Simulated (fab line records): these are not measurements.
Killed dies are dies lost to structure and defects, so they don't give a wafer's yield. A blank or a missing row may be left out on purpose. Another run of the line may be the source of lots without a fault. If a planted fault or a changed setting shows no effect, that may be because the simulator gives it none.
What tool caused it? / flow nand_harc / 6 lots, 18 wafers sampled, at 5 steps of a route of 1159

== WHAT THE GAUGES READ, wafer by wafer ==
NHARC_END_SORT_01.
lot=L533; measured=day 21 03:53; on=prober-02; killed_at_array=7 7
lot=L535; measured=day 21 19:27; on=prober-02; killed_at_array=665 672 669
lot=L544; measured=day 23 20:23; on=prober-02; killed_at_array=60 41 32

== EACH LOT AND THE TOOL THAT RAN IT (in order: tool; ch and the chambers of the sampled wafers; start) ==
lot=L528; NHARC_A_STAIRCASE_STRIP_171=plasma_asher-01 ch 0, day 11 13:50; NHARC_A_STAIRCASE_TRIM_14=rie_diel-12 ch 0,2,3, day 11 16:26 or earlier; NHARC_A_STAIRCASE_TRIM_20=rie_diel-12 ch 0,1,2, day 11 16:26; NHARC_A_STAIRCASE_ETCH_27=rie_diel-12 ch 1,3, no start
lot=L533; NHARC_A_STAIRCASE_STRIP_171=plasma_asher-01 ch 0,1, day 12 00:01; NHARC_A_STAIRCASE_TRIM_14=rie_diel-05 ch 0,2,3, day 12 02:59 or earlier; NHARC_A_STAIRCASE_TRIM_20=rie_diel-05 ch 0,1,2, day 12 02:59; NHARC_A_STAIRCASE_ETCH_27=rie_diel-05 ch 0,2,3, day 21 03:53 or earlier
lot=L535; NHARC_A_STAIRCASE_STRIP_171=plasma_asher-02 ch 0,1, day 12 16:37; NHARC_A_STAIRCASE_TRIM_14=rie_diel-05 ch 0,2, day 12 19:13 or earlier; NHARC_A_STAIRCASE_TRIM_20=rie_diel-05 ch 1,2, day 12 19:13; NHARC_A_STAIRCASE_ETCH_27=rie_diel-05 ch 0,2,3, day 21 19:27 or earlier
lot=L538; NHARC_A_STAIRCASE_STRIP_171=plasma_asher-02 ch 0,1, day 13 20:10; NHARC_A_STAIRCASE_TRIM_14=rie_diel-11 ch 0,2,3, day 13 23:01 or earlier; NHARC_A_STAIRCASE_TRIM_20=rie_diel-05 ch 0,2,3, day 13 23:01; NHARC_A_STAIRCASE_ETCH_27=rie_diel-05 ch 1,2,3, no start
lot=L544; NHARC_A_STAIRCASE_STRIP_171=plasma_asher-02 ch 0,1, day 15 07:54; NHARC_A_STAIRCASE_TRIM_14=rie_diel-12 ch 0,2,3, day 15 11:02 or earlier; NHARC_A_STAIRCASE_TRIM_20=rie_diel-11 ch 0,1,3, day 15 11:02; NHARC_A_STAIRCASE_ETCH_27=rie_diel-11 ch 0,1,3, day 23 20:23 or earlier
lot=L549; NHARC_A_STAIRCASE_STRIP_171=plasma_asher-01 ch 0,1, day 16 04:07; NHARC_A_STAIRCASE_TRIM_14=rie_diel-12 ch 0,2, day 16 06:43 or earlier; NHARC_A_STAIRCASE_TRIM_20=rie_diel-12 ch 0,1, day 16 06:43; NHARC_A_STAIRCASE_ETCH_27=rie_diel-12 ch 1,2,3, no start
- NHARC_A_STAIRCASE_STRIP_171: strips in O2.
- NHARC_A_STAIRCASE_TRIM_14: chemistry O2, time 211.2 s.
- NHARC_A_STAIRCASE_TRIM_20: chemistry O2, time 211.2 s.
- NHARC_A_STAIRCASE_ETCH_27: etches the open film in C4F8/O2, target depth 100 nm, time 40.5 s.

== THE ANSWER, worked out from the rows above alone ==
Rule: what is usual is taken from the lots themselves. The widest of any qualifying gaps counts: lots, ordered by their means at a reading, are off when they make up no more than a third of the lots, leave a main group of 4 or more, and stand apart from it by 3 or more times the standard deviation of that group's means. The tables above print the reading to a certain number of digits; a main group whose means all agree to those digits is not used. Also off: a lot with no number at a reading for which 4 or more lots have one. Where the step has rows for the other lots, those lots are counted as sound.
None of the lots is off at any reading shown; this tells nothing.

== WHAT HAD BEEN PUT IN BY THE SIMULATOR ==
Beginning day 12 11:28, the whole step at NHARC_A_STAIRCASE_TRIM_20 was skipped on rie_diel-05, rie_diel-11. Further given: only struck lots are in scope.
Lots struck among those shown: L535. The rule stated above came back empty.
